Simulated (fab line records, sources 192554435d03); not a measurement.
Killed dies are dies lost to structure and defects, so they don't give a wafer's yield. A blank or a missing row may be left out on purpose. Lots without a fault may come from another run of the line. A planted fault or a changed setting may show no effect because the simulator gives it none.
Chamber matching | flow n5_finfet | N5_PMOS_HMC_CHANNEL_EPI_ETCH_38 on rie_si-06: 4 sister chambers
The step etches SiO2 in CF4, target depth 1.5 nm. 16 wafers are shown with their chamber, then 8 later ones without.

WAFERS WITH THEIR CHAMBER
wafer  | chamber | throttle_valve_pct (%) | he_backside_leak_sccm (sccm) | drypump_motor_current_A (A)
L077.2 | 2       | 21.89                  | 2.4                          | 5.9
L077.5 | 2       | 21.89                  | 2.3                          | 5.9
L077.6 | 1       | 22.30                  | 2.7                          | 6.1
L080.1 | 1       | 22.31                  | 2.7                          | 6.2
L080.2 | 0       | 21.82                  | 3.1                          | 5.8
L080.4 | 2       | 21.89                  | 2.3                          | 5.9
L088.1 | 2       | 21.89                  | 2.4                          | 5.9
L088.3 | 3       | 21.50                  | 3.1                          | 5.7
L088.5 | 3       | 21.49                  | 3.2                          | 5.7
L090.2 | 3       | 21.49                  | 2.9                          | 5.7
L090.5 | 3       | 21.49                  | 3.0                          | 5.7
L090.6 | 2       | 21.89                  | 2.4                          | 6.0
L091.1 | 0       | 21.83                  | 3.2                          | 5.9
L091.2 | 2       | 21.88                  | 2.4                          | 5.9
L091.6 | 3       | 21.49                  | 3.2                          | 5.7
L092.1 | 1       | 22.30                  | 2.7                          | 6.1

SIGNATURES (means of the wafers above)
reading                 | chamber 0 | chamber 1 | chamber 2 | chamber 3 | scatter within a chamber
throttle_valve_pct      | 21.8250   | 22.3033   | 21.8883   | 21.4920   | 0.00483
he_backside_leak_sccm   | 3.150     | 2.700     | 2.367     | 3.080     | 0.0848
drypump_motor_current_A | 5.850     | 6.133     | 5.917     | 5.700     | 0.0408
Rule: a wafer's distance from a chamber is the root of the sum, over the readings, of the square of ((its reading less the chamber's mean) divided by the reading's scatter). The wafer belongs to the nearest chamber; if the next one is less than 2 further off, it can't be placed. The scatter: the root of (the sum of the squares of (reading less its chamber's mean) over the shown wafers, divided by (wafers less chambers)).

WAFERS WITHOUT THEIR CHAMBER
wafer  | throttle_valve_pct (%) | he_backside_leak_sccm (sccm) | drypump_motor_current_A (A)
L092.3 | 21.81                  | 3.0                          | 5.8
L092.4 | 21.89                  | 2.4                          | 5.9
L094.1 | 21.48                  | 3.0                          | 5.7
L094.2 | 21.91                  | 2.4                          | 5.9
L094.3 | 22.32                  | 2.6                          | 6.1
L097.1 | 21.49                  | 2.9                          | 5.7
L097.3 | 22.32                  | 2.7                          | 6.2
L097.5 | 21.89                  | 2.4                          | 5.9

WHICH CHAMBER EACH WENT THROUGH
wafer  | from the rows above | in truth
L092.3 | 0                   | 0
L092.4 | 2                   | 2
L094.1 | 3                   | 3
L094.2 | 2                   | 2
L094.3 | 1                   | 1
L097.1 | 3                   | 3
L097.3 | 1                   | 1
L097.5 | 2                   | 2
Placed correctly: 8 of 8. Can't be placed from these rows: 0. Placed wrongly: 0.
